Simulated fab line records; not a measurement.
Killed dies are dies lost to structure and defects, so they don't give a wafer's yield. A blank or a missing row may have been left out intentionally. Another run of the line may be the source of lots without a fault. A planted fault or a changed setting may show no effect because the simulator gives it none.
fab line records / flow n5-finfet
record: lots: 4 wafers: 12 last-day: 17
route steps=1938 shown BEOL_M8@1379 BEOL_M9@1401 PASSIVATION@1936
lots that met no fault: taken from a fault-free run of the same line
start-h: hours from the record's first day to the start of the lot's first wafer shown / wait-h: time in hours since the lot's previous step / " the same as in the row above / L1.1+2: one row covering several wafers at once / - value missing, or start not given / * or withheld: withheld / < > ~ a bound
route shown NAME@n: NAME is a module with steps in the file, n the number in the route of the first one / usual: mean/standard deviation of fault-free wafers / same: alike in all rows / chamber/n: place in a boat / sites: the reading at each site / _std_site: their standard deviation / _edge_site: mean of outer sites minus mean of inner sites / radius-mm: for every site, how far away it sits from the centre of the wafer / mask NAME#n: copy n / behind: the last tool/chamber to shape the wafer / hold: reason for holding the lot/hours on hold/outcome of the hold / device: the transistor (n, p or np) that didn't switch / end of line: at the end of the route, the tests of the same wafers / for a step that has no rows: nothing shown but its recipe / killed: not the wafer's yield, but the dies lost to structure and defects at the first sort / map: a wafer's dies, x killed, . not, _ none there
set.NAME: the setting the step ran with; set.NAME@STEP: the setting that earlier step ran with / model.NAME: the simulator's own value behind a step, which no gauge read
lots at selected steps of the route; one table per step, one row per wafer
services: from which hour (start-h, from the record's first day; less than 0 if before it) a tool's chamber was out of use, for how many hours, and why
== steps ==
step: N5_BEOL_M8_STRIP_80
recipe: chemistry: N2/H2 time-s: 10 power-w: 450 temp-c: 40 pressure-mtorr: 20 rf-frequency-hz: 6e+07 bias-power-w: 7 n2-flow-sccm: 200 h2-flow-sccm: 200
step: N5_BEOL_M8_HM_STRIP_39
recipe: chemistry: peroxide-tin-strip material: TiN target-depth-a: 250 temp-c: 50 time-s: 158
step: N5_BEOL_M8_SRD_40
recipe: time-s: 30 temp-c: 23 rinse-liquid: diw dry: ipa-marangoni
step: N5_BEOL_M8_PRECLEAN_42
recipe: chemistry: residue-remover time-s: 60 temp-c: 40
step: N5_BEOL_M8_SRD_43
recipe: time-s: 30 temp-c: 23 rinse-liquid: diw dry: ipa-marangoni
step: N5_BEOL_M8_CURE_75
recipe: temp-c: 370 time-s: 120 ambient: DMADMS/He material: SiCOH_lowk
step: N5_BEOL_M8_DEGAS_44
recipe: ambient: vacuum temp-c: 250 time-s: 60
step: N5_BEOL_M8_PRE_CLEAN_45
recipe: gas: H2/He time-s: 30 temp-c: 250
step: N5_BEOL_M8_ALD_77
recipe: material: TaN target-thk-a: 20 temp-c: 275 ald-precursor-family: PDMAT ald-co-reactant: NH3 pressure-torr: 3 carrier-flow-sccm: 1500 pulse-time-s: 2 purge-time-s: 3 co-reactant-purge-time-s: 2 co-reactant-pulse-time-s: 3 ald-cycles: 40 precursor-vessel-temp-c: 75 precursor-vessel-pressure-torr: 26.25 precursor-vessel-carrier-sccm: 1000
step: N5_BEOL_M8_SURFACE_TREAT_79
recipe: gas: Ar time-s: * ion-energy-ev: * ion-current-ma-cm2: 0.5 pressure-mtorr: * ar-flow-sccm: 30
step: N5_BEOL_M8_CVD_78
recipe: material: Co target-thk-a: 20 temp-c: withheld precursor: CCTBA/H2 pressure-torr: 30 time-s: 142.3
lot.wafer=L659.1+4+5 tool=cvd-co-01 chamber=1,2,0 start-h=247.92 wait-h=0.1
lot.wafer=L660.3+4+5 tool=cvd-co-01 chamber=1,1,0 start-h=250.28 wait-h=0.1
lot.wafer=L661.3+5+6 tool=cvd-co-01 chamber=1,0,1 start-h=255.54 wait-h=0.1
lot.wafer=L673.2+4+6 tool=cvd-co-01 chamber=2,0,0 start-h=341.99 wait-h=0.0
step: N5_BEOL_M8_SPUTTER_48
recipe: material: Cu target-thk-a: 100 temp-c: -20 bias-v: 60 power-w: 26000 chamber-pressure-pa: 0.13 time-s: 1.667
step: N5_BEOL_M8_ECD_50
recipe: material: Cu target-thk-a: 3000
step: N5_BEOL_M8_ANNEAL_51
recipe: temp-c: 225 time-s: 90 ambient: N2
step: N5_BEOL_M8_CMP_52
recipe: stop-on: SiCOH_lowk t-overpolish-s: 6.9 down-force-psi: 1 platen-rpm: 50 clearing-platen-down-force-psi: 1.5 clearing-platen-rpm: 50 post-cmp-clean: cu-alkaline target-thk-nm: 80 clearing-platen-pad-velocity-m-s: 0.99484 pad-velocity-m-s: 0.99484
step: N5_BEOL_M8_PRE_CLEAN_55
recipe: gas: NH3 time-s: 15 temp-c: withheld rf-power-w: 300
step: N5_BEOL_M8_DEP_56
recipe: material: SiCN target-thk-a: 100 temp-c: withheld precursor: 3MS/NH3 pressure-torr: 3 rf-w: 202 time-s: 17.5
step: N5_BEOL_M9_ILD_DEP_00
recipe: material: SiCOH_lowk target-thk-a: 3085.1 temp-c: 300 precursor: DEMS/porogen pressure-torr: 5 rf-w: 500 time-s: 58
step: N5_BEOL_M9_CURE_71
recipe: temp-c: 385 time-s: 240 ambient: He/Ar material: SiCOH_lowk
step: N5_BEOL_M9_PECVD_70
recipe: material: SiO2 target-thk-a: 200 temp-c: 400 precursor: TEOS/O2 pressure-torr: 5.5 rf-w: 450 teos-flow-sccm: 53.8 gas: O2 flow-sccm: 3000 time-s: 22.7
step: N5_BEOL_M9_HM_DEP_02
recipe: material: TiN target-thk-a: 200 temp-c: 25 chamber-pressure-pa: 0.49996
step: N5_BEOL_M9_COAT_59
recipe: resist: SOC temp-c: 250 time-s: 60 spin-rpm: 1500 resist-thk-nm: 100
step: N5_BEOL_M9_COAT_60
recipe: resist: SiARC temp-c: 220 time-s: 60 spin-rpm: 1500 resist-thk-nm: 30
step: N5_BEOL_M9_COAT_05
recipe: resist: CAR-ArF spin-rpm: 1500 resist-thk-nm: 90
step: N5_BEOL_M9_EBR_07
recipe: solvent: PGMEA ebr-width-mm: 1.5
step: N5_BEOL_M9_SOFTBAKE_06
recipe: temp-c: 110 time-s: 60 resist: CAR-ArF
step: N5_BEOL_M9_EXPOSE_08
recipe: mask-id: M9 na: 1.35 source-shape: dipole sigma-inner: 0.411 sigma-outer: 0.611 polarization: te dose-mj: 53.75
step: N5_BEOL_M9_PEB_09
recipe: peb-temp-c: withheld peb-time-s: 60 resist: CAR-ArF
step: N5_BEOL_M9_DEVELOP_10
recipe: develop-time-s: 30 developer: TMAH resist: CAR-ArF rinse-liquid: diw dry: air-spin dev-temp-c: 23
step: N5_BEOL_M9_DESCUM_16
recipe: chemistry: O2 time-s: 7.9 source-power-w: 50 bias-power-w: 20 pressure-mtorr: 20 rf-frequency-hz: 2.712e+07 temp-c: 40 resist: CAR-ArF o2-flow-sccm: 225
step: N5_BEOL_M9_ETCH_61
recipe: chemistry: CF4 target: SiARC target-depth-a: 390 mask-material: CAR-ArF time-s: 65 ion-energy-ev: 80 pressure-mtorr: 40 source-w: 545 bias-w: 36 Ar_flow_sccm: 100 cf4-flow-sccm: 100 ends: cleared
step: N5_BEOL_M9_ETCH_62
recipe: chemistry: N2/H2 target: SOC target-depth-a: 1100 overetch-a: 220 mask-material: SiARC temp-c: 40 time-s: 165 ion-energy-ev: 200 pressure-mtorr: 30 source-w: 840 bias-w: 150 n2-flow-sccm: 200 h2-flow-sccm: 200
step: N5_BEOL_M9_STRIP_68
recipe: chemistry: N2/H2 temp-c: 40 n2-flow-sccm: 200 h2-flow-sccm: 200 rf-frequency-hz: 6e+07
step: N5_PASSIVATION_PROBE_49
usual: defect-limited-yield: 91.1/1.4 killed_at_M0_to_M3: 35/8.7 killed_at_M4_up: 14/5.3 killed-at-contacts: 12/6.2 killed-at-front-end: 41/12 killed-at-other: 3.4/2.6 killed-dies: 105/16 killed-open: 67/13 killed-short: 36/7.3 sort_bin_5_function: 5.2/0.96 sort_bin_6_memory: 3.3/0.6 sort-n-pass: 1075/16 sort-yield-pct: 91.1/1.4
same: gross-dies: 1180 killed-at-back-side: 0 sort_bin_4_leakage[%]: 0 sort_bin_8_speed[%]: 0
lot.wafer=L660.3 tool=prober-02 chamber=- start-h=318.02 wait-h=0.1 defect-limited-yield[%]=79.2 killed_at_M0_to_M3=36 killed_at_M4_up=157 killed-at-contacts=14 killed-at-front-end=37 killed-at-other=2 killed-dies=246 killed-open=73 killed-short=36 sort_bin_5_function[%]=12.7 sort_bin_6_memory[%]=5.7 sort-n-pass=934 sort-yield-pct[%]=79.2
lot.wafer=L660.4 tool=prober-02 chamber=- start-h=318.07 wait-h=0.2 defect-limited-yield[%]=81.4 killed_at_M0_to_M3=38 killed_at_M4_up=139 killed-at-contacts=7 killed-at-front-end=35 killed-at-other=0 killed-dies=219 killed-open=61 killed-short=30 sort_bin_5_function[%]=11.5 sort_bin_6_memory[%]=4.1 sort-n-pass=961 sort-yield-pct[%]=81.4
lot.wafer=L660.5 tool=prober-02 chamber=- start-h=318.12 wait-h=0.2 defect-limited-yield[%]=91.5 killed_at_M0_to_M3=29 killed_at_M4_up=21 killed-at-contacts=9 killed-at-front-end=38 killed-at-other=3 killed-dies=100 killed-open=69 killed-short=28 sort_bin_5_function[%]=4.7 sort_bin_6_memory[%]=3.3 sort-n-pass=1080 sort-yield-pct[%]=91.5
lot.wafer=L661.3 tool=prober-02 chamber=- start-h=321.52 wait-h=0.1 defect-limited-yield[%]=81.5 killed_at_M0_to_M3=16 killed_at_M4_up=151 killed-at-contacts=14 killed-at-front-end=37 killed-at-other=0 killed-dies=218 killed-open=58 killed-short=26 sort_bin_5_function[%]=11.9 sort_bin_6_memory[%]=3.5 sort-n-pass=962 sort-yield-pct[%]=81.5
lot.wafer=L661.5 tool=prober-02 chamber=- start-h=321.62 wait-h=0.2 defect-limited-yield[%]=91.4 killed_at_M0_to_M3=24 killed_at_M4_up=11 killed-at-contacts=16 killed-at-front-end=50 killed-at-other=0 killed-dies=101 killed-open=74 killed-short=25 sort_bin_5_function[%]=5.4 sort_bin_6_memory[%]=3.1 sort-n-pass=1079 sort-yield-pct[%]=91.4
lot.wafer=L661.6 tool=prober-02 chamber=- start-h=321.67 wait-h=0.3 defect-limited-yield[%]=78.8 killed_at_M0_to_M3=38 killed_at_M4_up=159 killed-at-contacts=20 killed-at-front-end=29 killed-at-other=4 killed-dies=250 killed-open=81 killed-short=28 sort_bin_5_function[%]=11.9 sort_bin_6_memory[%]=6.2 sort-n-pass=930 sort-yield-pct[%]=78.8
lot.wafer=L673.2 tool=prober-02 chamber=- start-h=413.65 wait-h=0.1 defect-limited-yield[%]=92.3 killed_at_M0_to_M3=27 killed_at_M4_up=10 killed-at-contacts=14 killed-at-front-end=38 killed-at-other=2 killed-dies=91 killed-open=49 killed-short=41 sort_bin_5_function[%]=4.1 sort_bin_6_memory[%]=3.2 sort-n-pass=1089 sort-yield-pct[%]=92.3
lot.wafer=L673.4 tool=prober-02 chamber=- start-h=413.75 wait-h=0.2 defect-limited-yield[%]=92.2 killed_at_M0_to_M3=47 killed_at_M4_up=12 killed-at-contacts=8 killed-at-front-end=22 killed-at-other=3 killed-dies=92 killed-open=58 killed-short=34 sort_bin_5_function[%]=4.2 sort_bin_6_memory[%]=3.5 sort-n-pass=1088 sort-yield-pct[%]=92.2
lot.wafer=L673.6 tool=prober-02 chamber=- start-h=413.85 wait-h=0.3 defect-limited-yield[%]=93.6 killed_at_M0_to_M3=34 killed_at_M4_up=10 killed-at-contacts=6 killed-at-front-end=25 killed-at-other=1 killed-dies=76 killed-open=50 killed-short=26 sort_bin_5_function[%]=4.1 sort_bin_6_memory[%]=2.2 sort-n-pass=1104 sort-yield-pct[%]=93.6
killed by level:class
L660.3 BEOL_M8:unspecified=134 BEOL_M3:geometric-particle:open=11 BEOL_M4:geometric-particle:open=10 MOL_CONTACT_COAG:geometric-particle:open=9 FIN_SAQP:geometric-particle:short=6 BEOL_M2:geometric-particle:open=6 GATE_CUT:geometric-particle:open=6 FIN_SAQP:geometric-particle:open=5
L660.4 BEOL_M8:unspecified=127 BEOL_M0_SAQP:geometric-particle:short=12 BEOL_M3:geometric-particle:open=9 MOL_CONTACT_COAG:geometric-particle:open=7 BEOL_M0_SAQP:geometric-particle:open=7 GATE_CUT:geometric-particle:open=6 FIN_SAQP:geometric-particle:open=5 GATE_CUT:geometric-particle:short=5
L660.5 FIN_SAQP:geometric-particle:open=10 STI_FIN_REVEAL:geometric-particle:open=10 BEOL_M2:geometric-particle:open=8 MOL_CONTACT_COAG:geometric-particle:open=7 BEOL_M4:geometric-particle:open=7 FIN_SAQP:geometric-particle:short=5 BEOL_M5:geometric-particle:open=5 BEOL_M0_SAQP:geometric-particle:open=4
L661.3 BEOL_M8:unspecified=133 MOL_CONTACT_COAG:geometric-particle:open=10 BEOL_M5:geometric-particle:open=10 FIN_SAQP:geometric-particle:short=9 STI_FIN_REVEAL:geometric-particle:open=9 BEOL_M0_SAQP:geometric-particle:open=5 FIN_SAQP:geometric-particle:open=4 GATE_CUT:geometric-particle:open=4
L661.5 STI_FIN_REVEAL:geometric-particle:open=23 MOL_CONTACT_COAG:geometric-particle:open=13 BEOL_M1:geometric-particle:open=9 BEOL_M0_SAQP:geometric-particle:open=7 FIN_SAQP:geometric-particle:short=6 BEOL_M4:geometric-particle:open=5 STI_FIN_REVEAL:geometric-particle:short=4 BEOL_M3:geometric-particle:open=4
L661.6 BEOL_M8:unspecified=140 MOL_CONTACT_COAG:geometric-particle:open=20 STI_FIN_REVEAL:geometric-particle:open=11 BEOL_M0_SAQP:geometric-particle:open=10 BEOL_M1:geometric-particle:open=8 BEOL_M0_SAQP:geometric-particle:short=8 BEOL_M3:geometric-particle:open=7 FIN_SAQP:geometric-particle:short=5
L673.2 MOL_CONTACT_COAG:geometric-particle:open=9 STARTING-WAFER:geometric-particle:short=9 BEOL_M0_SAQP:geometric-particle:short=7 BEOL_M1:geometric-particle:open=6 FIN_SAQP:geometric-particle:open=5 DUMMY_GATE:geometric-particle:open=5 MOL_CONTACT_COAG:geometric-particle:short=5 BEOL_M0_SAQP:geometric-particle:open=5
L673.4 BEOL_M0_SAQP:geometric-particle:short=17 BEOL_M0_SAQP:geometric-particle:open=14 MOL_CONTACT_COAG:geometric-particle:open=7 BEOL_M1:geometric-particle:open=6 STARTING-WAFER:geometric-particle:open=6 DUMMY_GATE:geometric-particle:open=5 BEOL_M4:geometric-particle:short=4 BEOL_M3:geometric-particle:open=3
L673.6 BEOL_M0_SAQP:geometric-particle:short=11 BEOL_M0_SAQP:geometric-particle:open=9 STI_FIN_REVEAL:geometric-particle:open=8 MOL_CONTACT_COAG:geometric-particle:open=6 BEOL_M1:geometric-particle:open=6 FIN_SAQP:geometric-particle:open=4 DUMMY_GATE:geometric-particle:open=4 BEOL_M3:geometric-particle:open=4
map L660.3 (x killed, . not)
_________________x.......xx..________________
______________...x.............._____________
___________.....x..x.......x.x.....__________
__________...........x..x.....x....x_________
________.x..x....x........x........x.._______
_______...x...x................x.......______
______x........x.x......x..............._____
_____.x.......x..x........x..............____
____..........x...............xx..........___
___......................x..x..x.....x....x__
___x...............................x.......__
__.x....xx..............x..x........x.x....._
__......x...............x...x....x.........._
_................................x......x....
_................................xx.....x....
_...x...x.........x...................x..x...
_......x.x.x.x..xx.x......x..............x...
_.......xxxxx...xx....x...xx...x.............
_.x.......xxxxxxx..xxxx.x....................
_.....xxxxxxxxxxxxxxx.........x........x.....
_xx....xxxxxxxxxxxx.x................x.....xx
__...xx.xxxxxxxxxxxx...xx....x..x..........._
__.....xxxxxxxxxxxxxxx.....x...............x_
___....xxxxxxxxxxxxx......x................__
___...x.xxxxxxxxxxxx......x........x.......__
____....xxxxxxxxxx..x...............x.....___
_____xx.xxxxxxxxxxxx........x...xx...x...____
______x.xx..xxxxxxx..x.............x..x._____
_______.....xxxx.....x..x..............______
________......x......................._______
__________.........................._________
___________.........x......x....x..__________
______________.......x.........._____________
_________________....x.......________________
map L661.6 (x killed, . not)
_________________.x..........________________
______________.................._____________
___________x....x......x...........__________
__________.........x.......x........_________
________...........x........x........._______
_______...........x..x........x........______
______.................x..x.x..........x_____
_____.......................x........x...____
____..............x...x...xx......x.x..x..___
___.....x...............x...............x..__
___..x.xx...............x..................__
__.................x....xx................xx_
__.x.............................xx..x......_
_...x...........x...x...x.x..........x......x
_.................x....x........x............
_..x.......xx....x.x...x..x.....x..........x.
_..x.x..x....x.xx........x..x..x.............
_...x.....xxxxx.x.x.x...x.....x.......x......
_...x.x..xx.xxxxxxx.....x.....xx.............
_....x.xxxxxxxxx.xxxxx....xx..............x..
_......xxxxxxxxxxxxx.x...................xx..
__....xxxxxxxxxxxxxx........................_
__....xxxxxxxxxxxxxxx.x......x.............._
___x...xxxxxxxxxxxxxx..........x...........__
___.x..xxxxxxxxxxxxx.....x.....x...x....x..__
____.x..x.xxxxxxxxx.x....x............x...___
_____..x.xxxxxxxx.x..........xxxx...x....____
______...x..xxxxx..x...................._____
_______.x..xx.xxxx..x.....x............______
________.......xx.................x..._______
__________x....x.....x.............._________
___________......x.....x...........__________
______________...........x.x...._____________
_________________.x.........x________________
== services ==
tool=cvd-co-01 chamber=- start-h=262.89 hours=14.6 kind=pm
tool=cvd-co-01 chamber=1 start-h=333.36 hours=- kind=clean
tool=cvd-co-01 chamber=1 start-h=333.36 hours=22.0 kind=scheduled-down
tool=cvd-co-01 chamber=1 start-h=333.36 hours=22.0 kind=vent-cycle
== key ==
first-sign: step: N5_PASSIVATION_PROBE_49 reading: killed_at_M4_up direction: up sigmas: 26 usual: 14 struck: 152
effect: step: N5_PASSIVATION_PROBE_49 reading: killed-dies direction: up sigmas: 7.9 usual: 105 struck: 233
more-kills-born-at: N5_BEOL_M8_CVD_78@cvd-co-01: 534
met-at N5_BEOL_M8_CVD_78
struck-wafers L660.3,L660.4,L661.3,L661.6
onset-between 247.92 250.28
fault: kind: chamber-particle-source tool: cvd-co-01 chamber: 1 onset-h: 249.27 steps: N5_BEOL_M8_CVD_78 rate-per-visit-cm2: 1.1227 end-h: 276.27
